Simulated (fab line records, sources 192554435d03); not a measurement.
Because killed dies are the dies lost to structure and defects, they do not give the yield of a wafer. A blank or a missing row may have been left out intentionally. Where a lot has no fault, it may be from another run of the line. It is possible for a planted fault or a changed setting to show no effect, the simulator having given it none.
Chamber matching | flow n5_finfet | 4 sister chambers for N5_MOL_CONTACT_COAG_ALD_20 on ald_metal-02
The step deposits TiN, target thk 1.5 nm, pulse time 1 s, purge time 3 s. 8 wafers are shown with their chamber, then 12 later ones without.

## WAFERS PAIRED WITH THEIR CHAMBERS
wafer  | chamber | heater_power_w (W) | precursor_pulse_height_rel
L083.1 | 1       | 954                | 0.985
L085.6 | 2       | 941                | 1.000
L087.3 | 3       | 880                | 0.972
L087.4 | 1       | 966                | 1.032
L087.6 | 0       | 906                | 1.009
L089.4 | 2       | 956                | 1.000
L089.5 | 3       | 883                | 0.980
L089.6 | 0       | 894                | 0.949

## WAFERS WITHOUT THEIR CHAMBER
wafer  | heater_power_w (W) | precursor_pulse_height_rel
L093.2 | 894                | 0.971
L093.4 | 938                | 1.002
L093.6 | 925                | 1.003
L095.1 | 958                | 1.026
L095.5 | 944                | 0.976
L095.6 | 934                | 0.969
L096.1 | 885                | 1.009
L096.2 | 949                | 0.982
L096.6 | 909                | 1.015
L097.1 | 962                | 1.002
L097.3 | 955                | 0.992
L097.5 | 930                | 1.003

## WHICH CHAMBER EACH ONE RAN IN
wafer  | from the rows above          | in truth
L093.2 | can't be placed: 0 or 3      | 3
L093.4 | can't be placed: 2 or 1      | 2
L093.6 | can't be placed: 2 or 0 or 1 | 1
L095.1 | can't be placed: 1 or 2      | 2
L095.5 | can't be placed: 2 or 1      | 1
L095.6 | can't be placed: 2 or 1      | 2
L096.1 | can't be placed: 3 or 0      | 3
L096.2 | can't be placed: 2 or 1      | 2
L096.6 | can't be placed: 0 or 3      | 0
L097.1 | can't be placed: 1 or 2      | 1
L097.3 | can't be placed: 2 or 1      | 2
L097.5 | can't be placed: 2 or 1 or 0 | 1
Placed correctly: 0 of 12. Can't be placed from these rows: 12 (the true chamber is among the candidates in 12). Number placed wrongly: 0.
How it was worked out, from the rows above alone: a wafer's distance from a chamber is the root of the sum, over the readings, of the square of ((its reading less the chamber's mean) divided by the reading's scatter). If the next closest chamber is less than 2 further off than the closest, the wafer can't be placed; otherwise it belongs to the closest. The mean given for a chamber averages the wafers shown for that chamber. How the scatter is found: for the shown wafers, subtract from each reading the mean of its chamber, square and add these, divide the total by (wafers less chambers), then take the root.
